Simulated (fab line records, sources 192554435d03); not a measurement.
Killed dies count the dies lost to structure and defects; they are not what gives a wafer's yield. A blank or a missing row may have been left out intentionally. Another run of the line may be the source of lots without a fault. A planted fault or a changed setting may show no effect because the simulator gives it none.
fab line records -- flow n5Finfet -- part 2 of 2: steps 17 to 23 of 23
[record] lots = 5, wafers = 15, lastDay = 14
route steps=1938 shown FIN_SAQP@110
lots untouched by any fault: they come from a run of this same line in which no faults occurred
startH: hours from the record's opening day to when the first of the lot's shown wafers began -- waitH: time in hours since the lot's previous step -- " identical to the entry in the row above -- L1.1+2: one row covering several wafers at once -- - no value, or no start given -- * or withheld: withheld -- < > ~ a bound
route shown NAME@n: names a module that has steps shown in the file, with the first one's number in the route -- usual: average and standard deviation across the fault-free wafers -- same: alike in all rows -- chamber/n: place in a boat -- sites: the reading at each site -- _std_site: their standard deviation -- _edge_site: the outer-site mean with the inner-site mean subtracted -- radiusMm: how far each site lies from the wafer's centre -- mask NAME#n: copy n -- behind: the tool/chamber that last shaped the wafer -- hold: the reason the lot was held/the length of the hold in hours/how it ended -- device: whichever transistor did not switch (one of n, p or np) -- end of line: tests of these same wafers at the route's end -- for a step that has no rows: nothing shown but its recipe -- killed: at the first sort, the dies lost to defects and structure; wafer yield is something else -- map: a wafer's dies, marking killed ones x, the rest . and places with no die _
set.NAME: the setting that was run; set.NAME@STEP: the one run at that earlier step -- model.NAME: the simulator's own value behind a step, which no gauge read
lots seen at some steps along the route; tables by step, rows by wafer
services: the hour from which a tool's chamber was out of use, counted from the record's first day as startH (under 0 if before that day), plus the number of hours and why
[[steps]]
[step N5_FIN_SAQP_SPACER1_ETCHBACK_25]
[recipe] chemistry = CHF3/O2, mode = anisotropicEtchback, target = SiO2, targetDepthA = 244, timeS = 12.2, pressureMtorr = 30, sourceW = 650, biasW = 170, Ar_flow_sccm = 200, CHF3_flow_sccm = 50, O2_flow_sccm = 5, ionEnergyEv = 200
[usual] drypumpMotorCurrentA = 5.6/0.42, oesProductAu = 0.80/0.097, rfFwdPowerW = 646.0/2.6, rfVppV = 522/4.1, showerheadPlenumPTorr = 2.41/0.08, throttleValvePct = 18.93/0.27
lot.wafer,tool,chamber,startH,waitH,drypumpMotorCurrentA,oesProductAu,rfFwdPowerW,rfHoursCounterH,rfVppV,showerheadPlenumPTorr,throttleValvePct
L079.1,rieDiel-05,1,54.04,0.4,6.1,0.69,642.0,233,523,2.47,18.95
L079.2,rieDiel-05,2,54.04,0.4,5.6,0.96,645.9,15,518,2.36,19.03
L079.5,rieDiel-05,1,54.04,0.4,6.1,0.69,645.4,-,522,2.47,18.92
L082.1,rieDiel-01,0,73.14,0.4,6.2,0.72,645.3,189,519,2.40,19.29
L082.3,rieDiel-01,2,73.14,0.4,5.3,0.81,648.7,79,519,2.33,18.59
L082.5,rieDiel-01,1,73.14,0.4,5.7,0.72,648.3,-,522,2.40,19.02
L084.1,rieDiel-01,0,85.21,0.4,6.2,0.71,648.0,194,519,2.40,19.29
L084.3,rieDiel-01,3,85.21,0.4,5.4,0.84,645.3,66,525,2.35,18.47
L084.6,rieDiel-01,1,85.21,0.4,5.7,0.71,650.4,-,522,2.40,19.01
L085.2,rieDiel-06,3,91.10,0.4,5.7,0.70,648.1,207,527,2.49,19.29
L085.4,rieDiel-06,0,91.10,0.4,4.8,0.89,649.6,35,524,2.55,18.97
L085.6,rieDiel-06,3,91.10,0.4,5.7,0.70,643.9,-,527,2.49,19.28
L086.1,rieDiel-01,2,98.85,0.5,5.3,0.81,649.3,89,518,2.33,18.59
L086.4,rieDiel-01,1,98.85,0.5,5.6,0.71,647.3,197,522,2.40,19.00
L086.5,rieDiel-01,2,98.85,0.5,5.3,0.80,652.0,-,520,2.33,18.60
[step N5_FIN_SAQP_MANDREL1_REMOVE_56]
[recipe] chemistry = HBr/Cl2/O2, btTimeS = 10, target = a-Si, stopOn = SiNx, endpoint = OES-SiCl, overEtchFrac = 1, icpW = 600, biasW = 22, HBr_flow_sccm = 150, Cl2_flow_sccm = 80, O2_flow_sccm = 5, pressureMtorr = 10
[usual] drypumpMotorCurrentA = 5.9/0.42, oesProductAu = 1.011/0.015, rfFwdPowerW = 596.4/2.1, throttleValvePct = 36.67/0.19
[same] overEtchFrac = 1
lot.wafer,tool,chamber,startH,waitH,drypumpMotorCurrentA,oesProductAu,rfFwdPowerW,rfHoursCounterH,throttleValvePct
L079.1,rieSi-06,0,54.13,0.1,5.2,1.006,597.8,4,36.47
L079.2,rieSi-06,1,54.13,0.1,5.6,1.006,597.9,23,36.57
L079.5,rieSi-06,2,54.13,0.1,5.8,1.013,594.8,-,36.85
L082.1,rieSi-05,1,73.23,0.1,6.8,1.021,593.1,78,36.37
L082.3,rieSi-05,3,73.23,0.1,6.1,1.005,595.8,1,36.51
L082.5,rieSi-05,3,73.23,0.1,6.1,1.007,595.2,-,36.51
L084.1,rieSi-01,2,85.30,0.1,5.8,0.988,592.9,118,36.52
L084.3,rieSi-01,0,85.30,0.1,6.3,1.012,595.1,2,36.98
L084.6,rieSi-01,0,85.30,0.1,6.3,1.013,596.1,-,37.00
L085.2,rieSi-01,0,91.19,0.1,6.3,1.008,597.1,3,36.99
L085.4,rieSi-01,1,91.19,0.1,5.6,1.025,597.8,124,36.94
L085.6,rieSi-01,1,91.19,0.1,5.6,1.004,597.7,-,36.94
L086.1,rieSi-05,2,98.94,0.1,6.1,1.029,593.8,49,36.69
L086.4,rieSi-05,3,98.94,0.1,6.1,1.006,595.8,1,36.52
L086.5,rieSi-05,3,98.94,0.1,6.1,1.007,600.2,-,36.51
[step N5_FIN_SAQP_CD_MEAS_27]
[recipe] targetCdNm = 20, landingEnergyEv = 1000, detector = seInlens, polarity = line
[usual] cdNm = 20.28/0.2
[same] landingEnergyEv = 1000
lot.wafer,tool,chamber,startH,waitH,cdNm
L079.1,cdSem-01,0,54.24,0.1,20.46
L079.2,cdSem-01,0,54.24,0.1,20.65
L079.5,cdSem-01,0,54.24,0.1,20.46
L082.1,cdSem-01,0,73.34,0.1,20.21
L082.3,cdSem-01,0,73.34,0.1,20.57
L082.5,cdSem-01,0,73.34,0.1,20.55
L084.1,cdSem-02,0,85.41,0.1,20.27
L084.3,cdSem-02,0,85.41,0.1,20.16
L084.6,cdSem-02,0,85.41,0.1,20.60
L085.2,cdSem-01,0,91.31,0.1,20.42
L085.4,cdSem-01,0,91.31,0.1,20.14
L085.6,cdSem-01,0,91.31,0.1,20.35
L086.1,cdSem-02,0,99.05,0.1,20.15
L086.4,cdSem-02,0,99.05,0.1,20.52
L086.5,cdSem-02,0,99.05,0.1,20.31
[step N5_FIN_SAQP_ETCH_57]
[recipe] chemistry = CH3F/O2, target = SiNx, maskMaterial = SiO2, targetDepthA = 325, timeS = 46.4, pressureMtorr = 30, sourceW = 395, biasW = 73, Ar_flow_sccm = 150, CH3F_flow_sccm = 30, O2_flow_sccm = 20, ionEnergyEv = 120, ends = cleared
[usual] drypumpMotorCurrentA = 5.6/0.44, etchRfOnTimeS = 46.4/0.72, oesProductAu = 0.70/0.09, rfFwdPowerW = 389.0/2.5, rfVppV = 296.6/2.4, showerheadPlenumPTorr = 2.02/0.075, throttleValvePct = 16.38/0.23
lot.wafer,tool,chamber,startH,waitH,drypumpMotorCurrentA,etchRfOnTimeS,oesProductAu,rfFwdPowerW,rfHoursCounterH,rfVppV,showerheadPlenumPTorr,throttleValvePct
L079.1,rieDiel-05,2,54.29,0.0,5.6,45.4,0.82,392.2,15,293.5,1.96,16.40
L079.2,rieDiel-05,0,54.29,0.0,5.5,46.4,0.57,392.0,250,296.3,1.97,16.44
L079.5,rieDiel-05,2,54.29,0.0,5.6,45.3,0.81,389.6,-,295.0,1.96,16.40
L082.1,rieDiel-06,2,73.39,0.0,5.8,46.7,0.62,385.3,180,295.1,1.99,16.52
L082.3,rieDiel-06,3,73.39,0.0,5.7,46.1,0.60,390.4,203,298.3,2.07,16.74
L082.5,rieDiel-06,2,73.39,0.0,5.8,47.0,0.62,386.9,-,293.9,1.99,16.52
L084.1,rieDiel-06,1,85.46,0.0,6.2,45.7,0.79,389.7,11,293.3,2.14,16.35
L084.3,rieDiel-06,2,85.46,0.0,5.8,46.6,0.63,385.1,184,293.6,1.99,16.51
L084.6,rieDiel-06,0,85.46,0.0,4.8,45.5,0.76,387.8,-,297.6,2.12,16.40
L085.2,rieDiel-05,2,91.39,0.1,5.6,46.3,0.78,387.6,32,293.8,1.95,16.43
L085.4,rieDiel-05,0,91.39,0.1,5.5,47.0,0.80,392.0,-,296.3,1.96,16.00
L085.6,rieDiel-05,1,91.39,0.1,6.1,48.3,0.57,385.4,-,296.5,2.05,16.42
L086.1,rieDiel-06,0,99.16,0.1,4.8,46.1,0.76,390.3,38,297.4,2.12,16.41
L086.4,rieDiel-06,2,99.16,0.1,5.8,47.3,0.61,385.9,188,295.8,1.99,16.50
L086.5,rieDiel-06,2,99.16,0.1,5.8,47.3,0.62,385.9,-,295.0,1.99,16.53
[step N5_FIN_SAQP_ETCH_65]
[recipe] chemistry = CF4, target = SiO2, targetDepthA = 40, ionEnergyEv = 350, timeS = 4.4, pressureMtorr = 10, icpW = 800, biasW = 400, cf4FlowSccm = 80
[usual] drypumpMotorCurrentA = 5.8/0.46, oesProductAu = 1.007/0.019, rfFwdPowerW = 790/4.1, throttleValvePct = 21.73/0.16
lot.wafer,tool,chamber,startH,waitH,drypumpMotorCurrentA,oesProductAu,rfFwdPowerW,rfHoursCounterH,throttleValvePct
L079.1,rieSi-05,2,54.40,0.1,6.1,1.048,784,48,21.92
L079.2,rieSi-05,0,54.40,0.1,6.0,0.997,792,42,21.72
L079.5,rieSi-05,3,54.40,0.1,6.1,1.007,791,-,21.51
L082.1,rieSi-06,3,73.50,0.1,5.3,0.978,799,144,21.58
L082.3,rieSi-06,2,73.50,0.1,5.8,1.017,788,76,21.90
L082.5,rieSi-06,1,73.50,0.1,5.6,0.994,795,-,21.73
L084.1,rieSi-06,1,85.58,0.1,5.6,1.014,793,24,21.74
L084.3,rieSi-06,3,85.58,0.1,5.2,0.981,796,144,21.58
L084.6,rieSi-06,2,85.58,0.1,5.8,1.027,791,-,21.93
L085.2,rieSi-06,0,91.51,0.1,5.2,0.995,792,5,21.59
L085.4,rieSi-06,2,91.51,0.1,5.8,1.013,788,76,21.93
L085.6,rieSi-06,0,91.51,0.1,5.2,0.993,789,-,21.60
L086.1,rieSi-01,2,99.27,0.1,5.8,0.989,784,119,21.57
L086.4,rieSi-01,3,99.27,0.1,5.7,0.988,788,136,21.76
L086.5,rieSi-01,0,99.27,0.1,6.3,1.017,795,-,21.84
[step N5_FIN_SAQP_MANDREL_ETCH_58]
[recipe] chemistry = HBr/Cl2, target = a-Si, targetDepthA = 450, btTimeS = 10, stopOn = SiNx, maskMaterial = SiO2, overEtchFrac = 0.8, timeS = 27, pressureMtorr = 10, icpW = 800, biasW = 75, HBr_flow_sccm = 150, Cl2_flow_sccm = 80, ends = endPoint
[usual] drypumpMotorCurrentA = 5.8/0.47, oesProductAu = 0.701/0.0087, rfFwdPowerW = 795/3.2, throttleValvePct = 35.49/0.17
[same] overEtchFrac = 0.8
lot.wafer,tool,chamber,startH,waitH,drypumpMotorCurrentA,oesProductAu,rfFwdPowerW,rfHoursCounterH,throttleValvePct
L079.1,rieSi-05,2,54.43,0.0,6.2,0.710,789,48,35.60
L079.2,rieSi-05,0,54.43,0.0,6.0,0.697,797,42,35.60
L079.5,rieSi-05,3,54.43,0.0,6.1,0.694,792,-,35.38
L082.1,rieSi-06,3,73.53,0.0,5.3,0.684,795,144,35.42
L082.3,rieSi-06,2,73.53,0.0,5.8,0.712,799,76,35.73
L082.5,rieSi-06,1,73.53,0.0,5.6,0.708,795,-,35.41
L084.1,rieSi-06,1,85.61,0.0,5.6,0.695,800,24,35.44
L084.3,rieSi-06,3,85.61,0.0,5.3,0.687,797,144,35.43
L084.6,rieSi-06,2,85.61,0.0,5.8,0.701,799,-,35.71
L085.2,rieSi-06,0,91.54,0.0,5.2,0.700,796,5,35.33
L085.4,rieSi-06,2,91.54,0.0,5.8,0.700,795,76,35.73
L085.6,rieSi-06,0,91.54,0.0,5.2,0.705,796,-,35.33
L086.1,rieSi-01,2,99.30,0.0,5.8,0.677,792,119,35.43
L086.4,rieSi-01,3,99.30,0.0,5.7,0.690,793,136,35.45
L086.5,rieSi-01,0,99.30,0.0,6.3,0.700,798,-,35.85
[step N5_FIN_SAQP_RECESS_63]
[recipe] chemistry = HF/NH3, target = SiO2, targetDepthA = 180, afsCycles = 3, tempC = 30, sublimationTempC = 180, sublimationTimeS = 60
[usual] drypumpMotorCurrentA = 5.6/0.58
lot.wafer,tool,chamber,startH,waitH,drypumpMotorCurrentA
L079.1,vaporEtch-02,0,54.51,0.1,5.3
L079.2,vaporEtch-02,1,54.51,0.1,4.7
L079.5,vaporEtch-02,0,54.51,0.1,5.4
L082.1,vaporEtch-01,0,73.61,0.1,6.3
L082.3,vaporEtch-01,0,73.61,0.1,6.3
L082.5,vaporEtch-01,1,73.61,0.1,5.6
L084.1,vaporEtch-01,0,85.69,0.1,6.3
L084.3,vaporEtch-01,1,85.69,0.1,5.6
L084.6,vaporEtch-01,1,85.69,0.1,5.6
L085.2,vaporEtch-02,0,91.62,0.1,5.4
L085.4,vaporEtch-02,1,91.62,0.1,4.7
L085.6,vaporEtch-02,1,91.62,0.1,4.7
L086.1,vaporEtch-01,1,99.38,0.1,5.6
L086.4,vaporEtch-01,1,99.38,0.1,5.6
L086.5,vaporEtch-01,0,99.38,0.1,6.3
[[services]]
tool,chamber,startH,hours,kind
rieDiel-01,2,35.08,11.1,repair
rieDiel-01,1,43.00,9.0,repair
rieDiel-01,-,44.60,4.5,repair
rieSi-06,-,48.33,2.8,pm
rieDiel-05,0,54.38,-,clean
rieDiel-05,0,54.38,-,consumableReplace:focusRing
rieDiel-05,0,54.38,18.2,scheduledDown
rieDiel-05,0,54.38,18.2,ventCycle
vaporEtch-02,0,59.36,2.9,repair
rieSi-05,0,71.47,7.9,repair
rieDiel-05,3,77.97,4.6,repair
rieDiel-05,3,82.67,-,clean
rieDiel-05,3,82.67,-,consumableReplace:focusRing
rieDiel-05,3,82.67,-,consumableReplace:showerhead
rieDiel-05,3,82.67,23.6,scheduledDown
rieDiel-05,3,82.67,23.6,ventCycle
